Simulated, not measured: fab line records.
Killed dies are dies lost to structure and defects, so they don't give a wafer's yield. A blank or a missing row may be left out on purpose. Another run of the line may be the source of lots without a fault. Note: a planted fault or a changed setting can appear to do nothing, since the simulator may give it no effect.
Chamber matching | flow nand harc | NHARC_P_M1_CMP_23 on cmp-01 has 4 sister chambers
The step polishes, t overpolish 20 s, target thk 157.82 nm. 18 wafers are shown with their chamber, then 9 later ones without.

## EACH WAFER AND ITS CHAMBER
wafer  | chamber | motor current A (A) | time to endpoint s (s) | retaining ring pressure frac
L074.1 | 3       | 11.2                | 25.6                   | 0.999
L074.2 | 1       | 12.4                | 29.0                   | 1.007
L074.5 | 3       | 11.1                | 26.9                   | 1.002
L079.1 | 3       | 10.8                | 26.8                   | 1.002
L079.4 | 1       | 12.2                | 29.6                   | 0.996
L079.6 | 1       | 12.6                | 29.2                   | 1.000
L078.3 | 2       | 11.3                | 29.4                   | 1.001
L078.4 | 3       | 11.2                | 29.7                   | 0.998
L078.5 | 3       | 11.3                | 27.9                   | 1.003
L082.2 | 1       | 11.6                | 26.9                   | 0.999
L082.3 | 2       | 11.7                | 28.7                   | 0.998
L082.5 | 0       | 14.7                | 30.3                   | 1.000
L084.1 | 3       | 10.9                | 29.8                   | 0.995
L084.4 | 1       | 11.6                | 30.5                   | 1.005
L084.6 | 0       | 15.1                | 32.4                   | 1.002
L086.1 | 0       | 15.2                | 30.4                   | 0.993
L086.5 | 3       | 11.0                | 28.9                   | 1.004
L086.6 | 2       | 11.0                | 30.6                   | 0.998

SIGNATURES, as means of the wafers listed above
reading                      | chamber 0 | chamber 1 | chamber 2 | chamber 3 | scatter within a chamber
motor current A              | 15.000    | 12.080    | 11.333    | 11.071    | 0.319
time to endpoint s           | 31.033    | 29.040    | 29.567    | 27.943    | 1.39
retaining ring pressure frac | 0.99833   | 1.00140   | 0.99900   | 1.00043   | 0.00372
Rule: distance of a wafer from a chamber = root of the sum over the readings of ((wafer's reading minus chamber's mean) / reading's scatter) squared. The wafer belongs to the nearest chamber; if the next one is less than 2 further off, it can't be placed. The scatter is the square root of a quotient: the sum, over the shown wafers, of each reading's squared deviation from its chamber's mean, divided by wafers minus chambers.

## WAFERS MISSING THEIR CHAMBER
wafer  | motor current A (A) | time to endpoint s (s) | retaining ring pressure frac
L093.4 | 10.8                | 26.5                   | 1.003
L093.5 | 14.9                | 29.7                   | 0.994
L093.6 | 11.6                | 24.2                   | 1.011
L092.2 | 15.1                | 30.3                   | 1.002
L092.4 | 11.0                | 26.2                   | 0.996
L092.5 | 15.0                | 29.7                   | 0.997
L094.3 | 11.1                | 28.0                   | 0.997
L094.4 | 12.5                | 27.5                   | 1.003
L094.5 | 15.3                | 28.5                   | 1.000

## WHICH CHAMBER EACH WENT THROUGH
wafer  | from the rows above          | in truth
L093.4 | can't be placed: 3 or 2      | 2
L093.5 | 0                            | 0
L093.6 | can't be placed: 3 or 1 or 2 | 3
L092.2 | 0                            | 0
L092.4 | can't be placed: 3 or 2      | 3
L092.5 | 0                            | 0
L094.3 | can't be placed: 3 or 2      | 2
L094.4 | 1                            | 1
L094.5 | 0                            | 0
Correct placement for 5 of the 9. Unplaceable from these rows: 4, with the true chamber sitting among the candidates in 4. Placed wrongly: 0.
